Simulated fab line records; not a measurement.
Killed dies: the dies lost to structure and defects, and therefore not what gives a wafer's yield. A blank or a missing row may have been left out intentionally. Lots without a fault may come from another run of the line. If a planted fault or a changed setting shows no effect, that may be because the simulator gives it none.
Check for tools in common | flow nandHarc | Sample size 12 lots and 36 wafers

WHY IT WAS OPENED
At NHARC_END_SORT_01 the reading killedAtPeriphery is flagged on 2 of 12 lots. Wafers without a fault read 3.4, standard deviation 2.7.
Rule: a lot gets a flag if all its wafers with a number sit over 4 standard deviations from that mean, or if no wafer of it has a number. As for the other lots, they are considered sound.

lot  | measured     | on        | killedAtPeriphery, wafer by wafer | flag
L469 | day 19 07:45 | prober-02 | 5 9 5                             | 
L467 | day 19 20:50 | prober-02 | 1 1 4                             | 
L470 | day 20 03:52 | prober-02 | 1 5 3                             | 
L472 | day 20 19:25 | prober-02 | 1 1 1                             | 
L475 | day 21 13:59 | prober-02 | 1 4 1                             | 
L476 | day 22 00:27 | prober-02 | 1 2 4                             | 
L473 | day 22 05:53 | prober-02 | 5 9 7                             | 
L481 | day 22 13:37 | prober-02 | 640 647 647                       | FLAGGED
L477 | day 23 06:07 | prober-02 | 649 630 645                       | FLAGGED
L486 | day 25 04:08 | prober-02 | 3 4 4                             | 
L488 | day 25 19:16 | prober-01 | 2 1 4                             | 
L489 | day 26 03:01 | prober-01 | 1 1 1                             | 
Averaged over the flagged lots the numbers come to 643.0, +639.6 from the usual (+99 or more standard deviations).

TOOL THAT RAN EACH LOT
Before the reading, the record contains 4 process steps out of a 1159-step route. Each cell gives the tool, then ch followed by the chambers the sampled wafers passed through, then the start.
lot  | flag    | NHARC_P_BONDPAD_ECD_18        | NHARC_THIN_TSV_PVD_51                  | NHARC_THIN_TSV_DESCUM_35          | NHARC_THIN_TSV_ETCH_59
L469 |         | ecdCu-02 ch 0,1, day 7 01:14  | pvdSputter-01, day 18 21:39 or earlier | rieDiel-11 ch 0,1,3, day 18 21:39 | rieMetal-03 ch 1, day 18 21:46
L467 |         | ecdCu-01 ch 0,1, day 6 20:02  | pvdSputter-01, day 19 12:16 or earlier | rieDiel-10 ch 0,1,3, day 19 12:16 | rieMetal-03 ch 1, day 19 12:26
L470 |         | ecdCu-02 ch 0,1, day 6 23:18  | pvdSputter-01, day 19 11:11 or earlier | rieDiel-11 ch 0,1,3, day 19 11:11 | rieMetal-02 ch 0,1, day 19 11:20
L472 |         | ecdCu-01 ch 0,1, day 7 14:51  | pvdSputter-02, day 19 15:38 or earlier | rieDiel-02 ch 0,1,3, day 19 15:38 | rieMetal-02 ch 0,1, day 19 15:46
L475 |         | ecdCu-01 ch 0,1, day 8 09:36  | pvdSputter-01, day 21 05:08 or earlier | rieDiel-02 ch 0,1,2, day 21 05:08 | rieMetal-02 ch 0,1, day 21 05:17
L476 |         | ecdCu-01 ch 0,1, day 8 16:47  | pvdSputter-01, day 21 14:17 or earlier | rieDiel-10 ch 0,1, day 21 14:17   | rieMetal-03 ch 0, day 21 14:37
L473 |         | ecdCu-01 ch 0,1, day 8 03:25  | pvdSputter-03, day 21 13:15 or earlier | rieDiel-10 ch 0,1,2, day 21 13:15 | rieMetal-02 ch 0,1, day 21 13:23
L481 | FLAGGED | ecdCu-01 ch 0,1, day 9 14:17  | no row                                 | no row                            | no row
L477 | FLAGGED | ecdCu-01 ch 0,1, day 8 17:59  | no row                                 | no row                            | no row
L486 |         | ecdCu-02 ch 0,1, day 11 00:05 | pvdSputter-02, day 23 05:13 or earlier | rieDiel-02 ch 0,1,2, day 23 05:13 | rieMetal-03 ch 0,1, day 23 05:19
L488 |         | ecdCu-02 ch 0,1, day 11 11:18 | pvdSputter-01, day 23 22:04 or earlier | rieDiel-02 ch 1,2, day 23 22:04   | rieMetal-01 ch 0,1, day 23 22:11
L489 |         | ecdCu-02 ch 0,1, day 11 19:05 | pvdSputter-01, day 24 09:38 or earlier | rieDiel-02 ch 0,1,3, day 24 09:38 | rieMetal-01 ch 0,1, day 24 09:46
What the steps here do:
- NHARC_P_BONDPAD_ECD_18: material Cu, target thk 400 nm.
- NHARC_THIN_TSV_PVD_51: deposits Cu, target thk 100 nm.
- NHARC_THIN_TSV_DESCUM_35: chemistry O2, time 3 s.
- NHARC_THIN_TSV_ETCH_59: etches the open film in Cl2/BCl3, target depth 880 nm, time 138.1 s.
- NHARC_END_SORT_01

FLAGGED AGAINST TOTAL, ONE TOOL AT A TIME (gauges that did the reading follow at the end)
step                     | tool          | lots run | flagged | share of the flagged lots | sound lots run after its first flagged lot
NHARC_P_BONDPAD_ECD_18   | ecdCu-01      | 7        | 2       | all                       | 0
NHARC_P_BONDPAD_ECD_18   | ecdCu-02      | 5        | 0       | none                      | -
NHARC_THIN_TSV_PVD_51    | pvdSputter-01 | 7        | 0       | none                      | -
NHARC_THIN_TSV_PVD_51    | pvdSputter-02 | 2        | 0       | none                      | -
NHARC_THIN_TSV_PVD_51    | pvdSputter-03 | 1        | 0       | none                      | -
NHARC_THIN_TSV_DESCUM_35 | rieDiel-02    | 5        | 0       | none                      | -
NHARC_THIN_TSV_DESCUM_35 | rieDiel-10    | 3        | 0       | none                      | -
NHARC_THIN_TSV_DESCUM_35 | rieDiel-11    | 2        | 0       | none                      | -
NHARC_THIN_TSV_ETCH_59   | rieMetal-01   | 2        | 0       | none                      | -
NHARC_THIN_TSV_ETCH_59   | rieMetal-02   | 4        | 0       | none                      | -
NHARC_THIN_TSV_ETCH_59   | rieMetal-03   | 4        | 0       | none                      | -
NHARC_END_SORT_01        | prober-01     | 2        | 0       | none                      | -
NHARC_END_SORT_01        | prober-02     | 10       | 2       | all                       | 1 (L486)
Because NHARC_THIN_TSV_PVD_51 lacks a start for some lots, the hours and order of its lots are taken from NHARC_THIN_TSV_DESCUM_35.

WHAT IS ALLOWED BY THE TABLE
ecdCu-01 at NHARC_P_BONDPAD_ECD_18 and prober-02 at NHARC_END_SORT_01 are the 2 rows of the table that ran each flagged lot.
- ecdCu-01 at NHARC_P_BONDPAD_ECD_18: 2 of its 7 lots flagged. Its last sound lot is L476 (day 8 16:47), its first flagged lot L477 (day 8 17:59): a fault that began between those two fits.
- prober-02 at NHARC_END_SORT_01: 2 of its 10 lots flagged. Sound lots ran on it after the first flagged one (L486), which a lasting fault on the whole tool wouldn't allow.
One tool is left: ecdCu-01 at NHARC_P_BONDPAD_ECD_18.

WHAT WAS PUT IN BY THE SIMULATOR
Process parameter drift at NHARC_P_BONDPAD_ECD_18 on ecdCu-01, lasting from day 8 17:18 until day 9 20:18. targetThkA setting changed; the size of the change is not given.
Shown lots that were struck: L481, L477. Same finding as the rule above.
